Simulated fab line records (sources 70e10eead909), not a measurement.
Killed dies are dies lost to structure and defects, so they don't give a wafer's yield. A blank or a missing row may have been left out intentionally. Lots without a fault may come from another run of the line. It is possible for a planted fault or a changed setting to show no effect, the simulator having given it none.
A struck lot beside a sound one + flow nand_harc + 14 steps out of a route of 1159
Sound: these wafers, L640.2, L640.4, L640.5. The struck wafers were L646.2, L646.4, L646.5. The cause is named last.
For every step that has rows: the tool of each side, followed by ch and its chambers, followed by its first start. Under that, the readings that differ: sound wafers + struck wafers + difference of the means + sigmas: that difference in standard deviations of wafers without a fault.
alike: words and numbers the same on both sides, and readings whose means are apart by under 2 such deviations; not compared: readings that were withheld, readings missing a value for some wafer, numbers with overlapping values and no deviation given by the record, and bounds like >300 which may hide the same value.
The two part at a step that has a row with sigmas, a row that says differs or no value, or rows on one side only. Non-overlapping numbers with no deviation appear without sigmas and do not part them. Lack of a reading on every wafer of one side parts them only where that side has two or more wafers.

first, 1 step without rows for these wafers: NHARC_A_ONON_D1_DEP_00 (target thk 1000 nm).
NHARC_A_ONON_D1_THK_MEAS_02: measures by ellipsometry.
  sound on film_metro-02, day 10 03:14; struck on film_metro-02, day 11 16:17
  alike: thk_nm
after that, 1 step with no rows for these wafers: NHARC_A_ONON_D1_DEP_03 (target thk 1000 nm).
NHARC_A_ONON_D1_THK_MEAS_05: measures by ellipsometry.
  sound on film_metro-01, day 10 03:50; struck on film_metro-02, day 11 16:50
  alike: thk_nm
after that, 1 step with no rows for these wafers: NHARC_A_ONON_D1_DEP_06 (target thk 1000 nm).
NHARC_A_ONON_D1_THK_MEAS_08: measures by ellipsometry.
  sound on film_metro-01, day 10 04:24; struck on film_metro-02, day 11 17:25
  alike: thk_nm
after that, 1 step with no rows for these wafers: NHARC_A_ONON_D1_DEP_09 (target thk 1000 nm).
NHARC_A_ONON_D1_THK_MEAS_11: measures by ellipsometry.
  sound on film_metro-02, day 10 04:58; struck on film_metro-02, day 11 17:59
  alike: thk_nm
after that, 1 step with no rows for these wafers: NHARC_A_ONON_D1_DEP_12 (target thk 1000 nm).
NHARC_A_ONON_D1_THK_MEAS_14: measures by ellipsometry.
  sound on film_metro-01, day 10 05:32; struck on film_metro-01, day 11 18:32
  alike: thk_nm
then, 1 step without rows for these wafers: NHARC_A_ONON_D1_ANNEAL_15 (time 3600 s).
NHARC_A_ONON_D1_DEP_16: target thk 1000 nm.
  sound on pecvd_onon-04 ch 0, day 10 13:14; struck on pecvd_onon-01 ch 0, day 12 01:10
NHARC_A_ONON_D1_THK_MEAS_18: measures by ellipsometry.
  sound on film_metro-01, day 10 13:41; struck on film_metro-01, day 12 01:47
| reading     | sound       | struck      | difference | sigmas |
|-------------|-------------|-------------|------------|--------|
| thk_nm (nm) | 997 995 996 | 629 629 628 | -367       | -33    |
  not compared: hold
-- jump in the record: it breaks off in module A_ONON_D1 and resumes in module END (first step shown: number 1159 of the route), and 14 days separate the struck wafers' starts before and after --
NHARC_END_SORT_01:
  sound on prober-02 ch 0, day 24 20:03; struck on prober-02 ch 0, day 26 03:17
| reading         | sound    | struck                                                               | difference                   | sigmas |
|-----------------|----------|----------------------------------------------------------------------|------------------------------|--------|
| hold            | - - -    | await_dispo/2.6h/scrap await_dispo/2.6h/scrap await_dispo/2.6h/scrap | no value on the sound wafers |        |
| killed_at_array | 39 41 39 | 670 674 669                                                          | +631                         | +53    |
| killed_dies     | 45 43 46 | 677 677 677                                                          | +632                         | +53    |
  alike: killed_at_other, killed_at_periphery, killed_open, killed_short

## WHERE THEY PART
Last at NHARC_END_SORT_01 as far as this record goes, first at NHARC_A_ONON_D1_THK_MEAS_18.

WHY: the cause the simulator had injected
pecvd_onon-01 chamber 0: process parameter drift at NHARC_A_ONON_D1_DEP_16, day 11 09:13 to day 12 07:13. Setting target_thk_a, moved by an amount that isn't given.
